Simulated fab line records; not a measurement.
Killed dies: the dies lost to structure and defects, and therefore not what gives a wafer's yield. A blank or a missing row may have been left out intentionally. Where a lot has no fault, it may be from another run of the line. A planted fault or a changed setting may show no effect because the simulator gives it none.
Which of the tools did it? | flow nandHarc | 14 lots with 42 wafers sampled at 4 steps, on a route of 1302 steps

== WHAT THE GAUGES SHOWED, per wafer ==
NHARC_A_ONON_D1_THK_MEAS_05: measures by ellipsometry. Usual: thkNm reads 1000 nm (standard deviation 9.7).
lot  | measured     | on           | thkNm (nm)     | flag
L829 | day 7 23:13  | filmMetro-02 | 1002 1003 1002 | 
L831 | day 8 15:25  | filmMetro-02 | 1001 1000 1001 | 
L832 | day 8 23:12  | filmMetro-02 | 997 996 996    | 
L833 | day 9 06:26  | filmMetro-01 | 1022 1022 1021 | 
L834 | day 9 20:25  | filmMetro-01 | 985 983 986    | 
L835 | day 10 10:35 | filmMetro-02 | 990 991 990    | 
L836 | day 10 17:43 | filmMetro-01 | 1610 1612 1609 | OFF
L837 | day 10 23:04 | filmMetro-02 | 1625 1627 1627 | OFF
L841 | day 12 20:09 | filmMetro-02 | 988 988 987    | 
L842 | day 13 18:31 | filmMetro-02 | 995 994 995    | 
L843 | day 13 18:31 | filmMetro-02 | 993 995 993    | 
L845 | day 14 05:59 | filmMetro-02 | 1006 1005 1005 | 
L846 | day 14 15:25 | filmMetro-02 | 989 989 988    | 
L847 | day 14 23:47 | filmMetro-02 | 1005 1008 1006 | 

NHARC_END_SORT_01. Usual: killedAtArray 55, standard deviation 22; killedAtOther 1.1, standard deviation 1.4; killedAtPeriphery 4, standard deviation 3.2; killedDies 59, standard deviation 22; killedOpen 3.3, standard deviation 1.8; killedShort 2.5, standard deviation 1.5.
lot  | measured     | on        | killedAtArray | killedAtOther | killedAtPeriphery | killedDies  | killedOpen | killedShort | flag
L836 | day 27 14:55 | prober-02 | 669 673 674   | 1 0 0         | 7 4 3             | 677 677 677 | 3 3 1      | 4 1 3       | OFF

== WHICH TOOL RAN EACH LOT (tool, then ch and the chambers of the sampled wafers, then the start) ==
lot  | NHARC_P_BONDPAD_PVD_27                 | NHARC_A_ONON_D1_DEP_03
L829 | pvdSputter-03, day 7 22:46 or earlier  | pecvdOnon-02 ch 0, day 7 22:46
L831 | pvdSputter-03, day 8 14:55 or earlier  | pecvdOnon-02 ch 0, day 8 14:55
L832 | pvdSputter-03, day 8 22:41 or earlier  | pecvdOnon-01 ch 0, day 8 22:41
L833 | pvdSputter-01, day 9 05:59 or earlier  | pecvdOnon-01 ch 0, day 9 05:59
L834 | pvdSputter-03, day 9 20:02 or earlier  | pecvdOnon-01 ch 0, day 9 20:02
L835 | pvdSputter-02, day 10 10:05 or earlier | pecvdOnon-01 ch 0, day 10 10:05
L836 | pvdSputter-03, day 10 17:16 or earlier | pecvdOnon-01 ch 0, day 10 17:16
L837 | pvdSputter-03, day 10 22:33 or earlier | pecvdOnon-01 ch 0, day 10 22:33
L841 | pvdSputter-02, day 12 19:38 or earlier | pecvdOnon-02 ch 0, day 12 19:38
L842 | pvdSputter-03, day 13 18:00 or earlier | pecvdOnon-03 ch 0, day 13 18:00
L843 | pvdSputter-01, day 13 18:01 or earlier | pecvdOnon-02 ch 0, day 13 18:01
L845 | pvdSputter-01, day 14 05:29 or earlier | pecvdOnon-02 ch 0, day 14 05:29
L846 | pvdSputter-01, day 14 14:58 or earlier | pecvdOnon-02 ch 0, day 14 14:58
L847 | pvdSputter-03, day 14 23:20 or earlier | pecvdOnon-03 ch 0, day 14 23:20
- NHARC_P_BONDPAD_PVD_27: deposits Cu, target thk 30 nm, time 20.49 s.
- NHARC_A_ONON_D1_DEP_03: target thk 1000 nm.

== WHAT THE TOOLS THEMSELVES READ (means of the sampled wafers that have a number; where no wafer has one, the mark that the record gives instead) ==
NHARC_P_BONDPAD_PVD_27. Usual: throttleValvePct reads 30.0 % (standard deviation 1.1).
lot  | tool          | throttleValvePct (%) | flag
L829 | pvdSputter-03 | 29.9                 | 
L831 | pvdSputter-03 | 30.5                 | 
L832 | pvdSputter-03 | 30.4                 | 
L833 | pvdSputter-01 | 30.8                 | 
L834 | pvdSputter-03 | 29.9                 | 
L835 | pvdSputter-02 | 28.8                 | 
L836 | pvdSputter-03 | 30.0                 | 
L837 | pvdSputter-03 | 29.9                 | 
L841 | pvdSputter-02 | 29.7                 | 
L842 | pvdSputter-03 | 29.5                 | 
L843 | pvdSputter-01 | 30.3                 | 
L845 | pvdSputter-01 | 31.0                 | 
L846 | pvdSputter-01 | 30.8                 | 
L847 | pvdSputter-03 | 30.5                 | 

== THE ANSWER, worked out from the rows above alone ==
Rule: a lot is off if the mean of its wafers that have a number lies more than 3 standard deviations from the usual mean. A lot without any number at a reading at which 4 lots or more have one is off too. Where the step has rows for the other lots, those lots are counted as sound. Order of review: gauges by route order, followed by the tools' own readings, for which a lot's mean as printed above is used. The first step at which some lot is off is used, and at that step the reading that is off furthest; a lot without a number counts as furthest.
Off: L836, L837, at NHARC_A_ONON_D1_THK_MEAS_05 (thkNm).
If a tool, at a process step before that reading, ran all the lots that are off and no sound lot after the first of them, it fits. Those tools and the gauges at NHARC_A_ONON_D1_THK_MEAS_05 are tried in the same way. NHARC_P_BONDPAD_PVD_27: start missing for some lots; hours and lot order therefore follow NHARC_A_ONON_D1_DEP_03. One candidate fits, namely pecvdOnon-01 at NHARC_A_ONON_D1_DEP_03. Its last sound lot is L835 (day 10 10:05), its first lot that is off L836 (day 10 17:16): a fault that began between those two fits.

== WHAT THE SIMULATOR HAD PUT IN ==
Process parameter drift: pecvdOnon-01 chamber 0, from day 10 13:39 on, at NHARC_A_ONON_D1_DEP_03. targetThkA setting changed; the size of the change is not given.
Shown lots that were struck: L836, L837. The rule given above showed the same thing.
